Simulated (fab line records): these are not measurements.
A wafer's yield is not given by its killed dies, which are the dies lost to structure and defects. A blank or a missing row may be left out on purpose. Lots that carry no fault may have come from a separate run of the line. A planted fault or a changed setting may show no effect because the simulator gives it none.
Split-lot study || flow n5_finfet || 7 lots, 21 wafers read, on a route of 1938 steps

## SPLIT DETAILS
At N5_WELL_APT_EXPOSE_22 (exposes mask PWELL, defocus 0 nm, target cd 200 nm), the setting dose_mj was moved away from the recipe's 23.2 on 3 of the 21 wafers read, by +4.4% to +7.3%. For the rest of the wafers, this setting stayed at what the recipe calls for.

## FROM THE SPLIT TO THE READING: what the file shows between them, 3 steps
- N5_WELL_APT_PEB_23: peb time 90 s (also split here: peb_time_s)
- N5_WELL_APT_DEVELOP_24: develop time 45 s
- N5_WELL_APT_HARDBAKE_29: time 120 s

## THE READING
cd_nm, in nm, at N5_WELL_APT_CD_MEAS_25 (target cd 200 nm). A value of 199.6 nm with a standard deviation of 1.8 nm is what fault-free wafers of this fab line usually give.

{"wafer": "L076.1", "tool, chamber at the split": "krf_scanner-02, 0", "dose_mj as run": 23.2, "against the recipe": "recipe", "cd_nm, nm": 201.5, "against lot-mates on the recipe": "-"}
{"wafer": "L076.4", "tool, chamber at the split": "krf_scanner-02, 0", "dose_mj as run": 23.2, "against the recipe": "recipe", "cd_nm, nm": 194.8, "against lot-mates on the recipe": "-"}
{"wafer": "L076.6", "tool, chamber at the split": "krf_scanner-02, 0", "dose_mj as run": 23.2, "against the recipe": "recipe", "cd_nm, nm": 197.4, "against lot-mates on the recipe": "-"}
{"wafer": "L077.2", "tool, chamber at the split": "krf_scanner-01, 0", "dose_mj as run": 24.22, "against the recipe": "+4.4%", "cd_nm, nm": 205.1, "against lot-mates on the recipe": "+8.4"}
{"wafer": "L077.3", "tool, chamber at the split": "krf_scanner-01, 0", "dose_mj as run": 23.2, "against the recipe": "recipe", "cd_nm, nm": 196.7, "against lot-mates on the recipe": "-"}
{"wafer": "L077.6", "tool, chamber at the split": "krf_scanner-01, 0", "dose_mj as run": 24.22, "against the recipe": "+4.4%", "cd_nm, nm": 205.8, "against lot-mates on the recipe": "+9.1"}
{"wafer": "L082.1", "tool, chamber at the split": "krf_scanner-02, 0", "dose_mj as run": 23.2, "against the recipe": "recipe", "cd_nm, nm": 199.8, "against lot-mates on the recipe": "-"}
{"wafer": "L082.4", "tool, chamber at the split": "krf_scanner-02, 0", "dose_mj as run": 23.2, "against the recipe": "recipe", "cd_nm, nm": 196.4, "against lot-mates on the recipe": "-"}
{"wafer": "L082.5", "tool, chamber at the split": "krf_scanner-02, 0", "dose_mj as run": 23.2, "against the recipe": "recipe", "cd_nm, nm": 194.0, "against lot-mates on the recipe": "-"}
{"wafer": "L086.2", "tool, chamber at the split": "krf_scanner-01, 0", "dose_mj as run": 23.2, "against the recipe": "recipe", "cd_nm, nm": 199.7, "against lot-mates on the recipe": "-"}
{"wafer": "L086.3", "tool, chamber at the split": "krf_scanner-01, 0", "dose_mj as run": 23.2, "against the recipe": "recipe", "cd_nm, nm": 202.1, "against lot-mates on the recipe": "-"}
{"wafer": "L086.6", "tool, chamber at the split": "krf_scanner-01, 0", "dose_mj as run": 23.2, "against the recipe": "recipe", "cd_nm, nm": 199.9, "against lot-mates on the recipe": "-"}
{"wafer": "L093.1", "tool, chamber at the split": "krf_scanner-02, 0", "dose_mj as run": 23.2, "against the recipe": "recipe", "cd_nm, nm": 198.6, "against lot-mates on the recipe": "-"}
{"wafer": "L093.2", "tool, chamber at the split": "krf_scanner-02, 0", "dose_mj as run": 23.2, "against the recipe": "recipe", "cd_nm, nm": 199.6, "against lot-mates on the recipe": "-"}
{"wafer": "L093.6", "tool, chamber at the split": "krf_scanner-02, 0", "dose_mj as run": 23.2, "against the recipe": "recipe", "cd_nm, nm": 200.8, "against lot-mates on the recipe": "-"}
{"wafer": "L094.1", "tool, chamber at the split": "krf_scanner-02, 0", "dose_mj as run": 23.2, "against the recipe": "recipe", "cd_nm, nm": 200.6, "against lot-mates on the recipe": "-"}
{"wafer": "L094.3", "tool, chamber at the split": "krf_scanner-02, 0", "dose_mj as run": 23.2, "against the recipe": "recipe", "cd_nm, nm": 200.8, "against lot-mates on the recipe": "-"}
{"wafer": "L094.6", "tool, chamber at the split": "krf_scanner-02, 0", "dose_mj as run": 23.2, "against the recipe": "recipe", "cd_nm, nm": 204.4, "against lot-mates on the recipe": "-"}
{"wafer": "L097.2", "tool, chamber at the split": "krf_scanner-02, 0", "dose_mj as run": 24.89, "against the recipe": "+7.3%", "cd_nm, nm": 211.5, "against lot-mates on the recipe": "+19.9"}
{"wafer": "L097.3", "tool, chamber at the split": "krf_scanner-02, 0", "dose_mj as run": 23.2, "against the recipe": "recipe", "cd_nm, nm": 191.9, "against lot-mates on the recipe": "-"}
{"wafer": "L097.5", "tool, chamber at the split": "krf_scanner-02, 0", "dose_mj as run": 23.2, "against the recipe": "recipe", "cd_nm, nm": 191.3, "against lot-mates on the recipe": "-"}

FIT RESULTS
A straight line over all 21 wafers: cd_nm changes by +1.73 nm for each +1% of dose_mj; r = +0.72; the points scatter about the line by 3.4 nm.
The same after taking each lot's own level away (the mean of its wafers on the recipe; 21 wafers): +2.43 nm for each +1%; r = +0.94; scatter 1.9 nm.
The reading moves by 18 nm for the largest change in dose_mj, on that fit.
The lots' own levels span 191.60 to 201.93 nm, that is 5.7 times the standard deviation above.
So the lot-to-lot level blurs the effect unless lot-mates are compared.
Check: with one of the wafers moved furthest among these (+7.3%) left out of the fit, the line predicts +14.5 nm for it against its lot-mates. Against them it came out at +19.9 nm.

## ADDITIONAL SPLITS CARRIED BY THESE WAFERS
Other splits were also applied to these wafers ahead of the reading. Each is held against what the fit with the lots' levels taken away leaves over:
{"other split on the same wafers": "N5_ZERO_LAYER_EXPOSE_08 dose_mj", "wafers away from the commonest value": 8, "r with cd_nm (lot level and that fit taken away)": "+0.09"}
{"other split on the same wafers": "N5_ZERO_LAYER_DESCUM_16 time_s", "wafers away from the commonest value": 6, "r with cd_nm (lot level and that fit taken away)": "+0.09"}
{"other split on the same wafers": "N5_WELL_APT_PEB_23 peb_time_s", "wafers away from the commonest value": 6, "r with cd_nm (lot level and that fit taken away)": "+0.29"}

## THE WHOLE CHAIN: every reading that the file lists as answering this split, in the file's order
{"step": "N5_WELL_APT_CD_MEAS_25", "what it does": "target cd 200 nm", "reading": "cd_nm", "change (the file's fit)": "+2.53 nm for each +1% of the setting", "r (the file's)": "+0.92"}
{"step": "N5_WELL_APT_DESCUM_30", "what it does": "chemistry O2, time 7.9 s", "reading": "WELL_APT.cd_nm (the simulator's own value, which no gauge read)", "change (the file's fit)": "+2.54 nm for each +1% of the setting", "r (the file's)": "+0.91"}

## FILE'S OWN FIT
cd_nm changes by +2.53 nm for each +1% of dose_mj, r = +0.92.
